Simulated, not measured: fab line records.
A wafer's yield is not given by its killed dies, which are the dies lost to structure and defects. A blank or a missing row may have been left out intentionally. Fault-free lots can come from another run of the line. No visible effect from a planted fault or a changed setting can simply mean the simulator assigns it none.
Chamber matching :: flow n5-finfet :: rie-diel-05 running N5_BEOL_M12_ETCH_59: 4 sister chambers
The step etches BARC in N2/H2, target depth 89 nm, overetch 26.7 nm, time 67.9 s. 22 wafers are shown with their chamber, then 11 later ones without.

WAFERS PAIRED WITH THEIR CHAMBERS
wafer: L074.4
chamber: 2
showerhead-plenum-p-Torr (Torr): 2.72
throttle-valve-pct (%): 17.61
oes-product-au (a.u.): 0.74

wafer: L074.5
chamber: 1
showerhead-plenum-p-Torr (Torr): 2.40
throttle-valve-pct (%): 17.86
oes-product-au (a.u.): 0.59

wafer: L074.6
chamber: 2
showerhead-plenum-p-Torr (Torr): 2.72
throttle-valve-pct (%): 17.63
oes-product-au (a.u.): 0.75

wafer: L077.2
chamber: 2
showerhead-plenum-p-Torr (Torr): 2.71
throttle-valve-pct (%): 17.64
oes-product-au (a.u.): 0.74

wafer: L077.3
chamber: 0
showerhead-plenum-p-Torr (Torr): 2.67
throttle-valve-pct (%): 18.02
oes-product-au (a.u.): 0.67

wafer: L077.6
chamber: 0
showerhead-plenum-p-Torr (Torr): 2.67
throttle-valve-pct (%): 18.02
oes-product-au (a.u.): 0.67

wafer: L078.1
chamber: 2
showerhead-plenum-p-Torr (Torr): 2.71
throttle-valve-pct (%): 17.64
oes-product-au (a.u.): 0.73

wafer: L078.3
chamber: 1
showerhead-plenum-p-Torr (Torr): 2.40
throttle-valve-pct (%): 17.90
oes-product-au (a.u.): 0.58

wafer: L078.6
chamber: 1
showerhead-plenum-p-Torr (Torr): 2.40
throttle-valve-pct (%): 17.90
oes-product-au (a.u.): 0.59

wafer: L083.2
chamber: 2
showerhead-plenum-p-Torr (Torr): 2.71
throttle-valve-pct (%): 17.64
oes-product-au (a.u.): 0.72

wafer: L083.3
chamber: 1
showerhead-plenum-p-Torr (Torr): 2.40
throttle-valve-pct (%): 17.89
oes-product-au (a.u.): 0.59

wafer: L083.5
chamber: 1
showerhead-plenum-p-Torr (Torr): 2.40
throttle-valve-pct (%): 17.90
oes-product-au (a.u.): 0.58

wafer: L085.3
chamber: 1
showerhead-plenum-p-Torr (Torr): 2.39
throttle-valve-pct (%): 17.92
oes-product-au (a.u.): 0.58

wafer: L085.4
chamber: 0
showerhead-plenum-p-Torr (Torr): 2.66
throttle-valve-pct (%): 18.05
oes-product-au (a.u.): 0.67

wafer: L085.6
chamber: 1
showerhead-plenum-p-Torr (Torr): 2.39
throttle-valve-pct (%): 17.94
oes-product-au (a.u.): 0.58

wafer: L086.1
chamber: 0
showerhead-plenum-p-Torr (Torr): 2.66
throttle-valve-pct (%): 18.07
oes-product-au (a.u.): 0.66

wafer: L086.2
chamber: 3
showerhead-plenum-p-Torr (Torr): 2.49
throttle-valve-pct (%): 17.46
oes-product-au (a.u.): 0.83

wafer: L086.3
chamber: 2
showerhead-plenum-p-Torr (Torr): 2.70
throttle-valve-pct (%): 17.65
oes-product-au (a.u.): 0.71

wafer: L086.4
chamber: 2
showerhead-plenum-p-Torr (Torr): 2.70
throttle-valve-pct (%): 17.65
oes-product-au (a.u.): 0.71

wafer: L086.5
chamber: 0
showerhead-plenum-p-Torr (Torr): 2.66
throttle-valve-pct (%): 18.06
oes-product-au (a.u.): 0.66

wafer: L086.6
chamber: 3
showerhead-plenum-p-Torr (Torr): 2.49
throttle-valve-pct (%): 17.46
oes-product-au (a.u.): 0.83

wafer: L088.3
chamber: 0
showerhead-plenum-p-Torr (Torr): 2.66
throttle-valve-pct (%): 18.06
oes-product-au (a.u.): 0.66

SIGNATURES (means of the wafers above)
reading: showerhead-plenum-p-Torr
chamber 0: 2.6633
chamber 1: 2.3971
chamber 2: 2.7100
chamber 3: 2.4900
scatter within a chamber: 0.00613

reading: throttle-valve-pct
chamber 0: 18.0467
chamber 1: 17.9014
chamber 2: 17.6371
chamber 3: 17.4600
scatter within a chamber: 0.0199

reading: oes-product-au
chamber 0: 0.6650
chamber 1: 0.5843
chamber 2: 0.7286
chamber 3: 0.8300
scatter within a chamber: 0.01
Rule: distance of a wafer from a chamber = root of the sum over the readings of ((wafer's reading minus chamber's mean) / reading's scatter) squared. The wafer belongs to the nearest chamber; if the next one is less than 2 further off, it can't be placed. How the scatter is found: for the shown wafers, subtract from each reading the mean of its chamber, square and add these, divide the total by (wafers less chambers), then take the root.

WAFERS WITH NO CHAMBER GIVEN
wafer: L088.4
showerhead-plenum-p-Torr (Torr): 2.70
throttle-valve-pct (%): 17.68
oes-product-au (a.u.): 0.70

wafer: L088.6
showerhead-plenum-p-Torr (Torr): 2.66
throttle-valve-pct (%): 18.06
oes-product-au (a.u.): 0.65

wafer: L093.1
showerhead-plenum-p-Torr (Torr): 2.65
throttle-valve-pct (%): 18.08
oes-product-au (a.u.): 0.65

wafer: L093.2
showerhead-plenum-p-Torr (Torr): 2.49
throttle-valve-pct (%): 17.48
oes-product-au (a.u.): 0.80

wafer: L093.5
showerhead-plenum-p-Torr (Torr): 2.49
throttle-valve-pct (%): 17.48
oes-product-au (a.u.): 0.80

wafer: L096.1
showerhead-plenum-p-Torr (Torr): 2.49
throttle-valve-pct (%): 17.51
oes-product-au (a.u.): 0.78

wafer: L096.2
showerhead-plenum-p-Torr (Torr): 2.65
throttle-valve-pct (%): 18.09
oes-product-au (a.u.): 0.64

wafer: L096.3
showerhead-plenum-p-Torr (Torr): 2.71
throttle-valve-pct (%): 17.59
oes-product-au (a.u.): 0.79

wafer: L094.1
showerhead-plenum-p-Torr (Torr): 2.48
throttle-valve-pct (%): 17.51
oes-product-au (a.u.): 0.77

wafer: L094.2
showerhead-plenum-p-Torr (Torr): 2.65
throttle-valve-pct (%): 18.10
oes-product-au (a.u.): 0.64

wafer: L094.6
showerhead-plenum-p-Torr (Torr): 2.71
throttle-valve-pct (%): 17.57
oes-product-au (a.u.): 0.79

THE CHAMBER EACH PASSED THROUGH
wafer: L088.4
from the rows above: 2
in truth: 2

wafer: L088.6
from the rows above: 0
in truth: 0

wafer: L093.1
from the rows above: 0
in truth: 0

wafer: L093.2
from the rows above: 3
in truth: 3

wafer: L093.5
from the rows above: 3
in truth: 3

wafer: L096.1
from the rows above: 3
in truth: 3

wafer: L096.2
from the rows above: 0
in truth: 0

wafer: L096.3
from the rows above: 2
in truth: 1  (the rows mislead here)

wafer: L094.1
from the rows above: 3
in truth: 3

wafer: L094.2
from the rows above: 0
in truth: 0

wafer: L094.6
from the rows above: 2
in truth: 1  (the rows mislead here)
Placed correctly: 9 of 11. From these rows, 0 cannot be placed. Placed wrongly: 2.
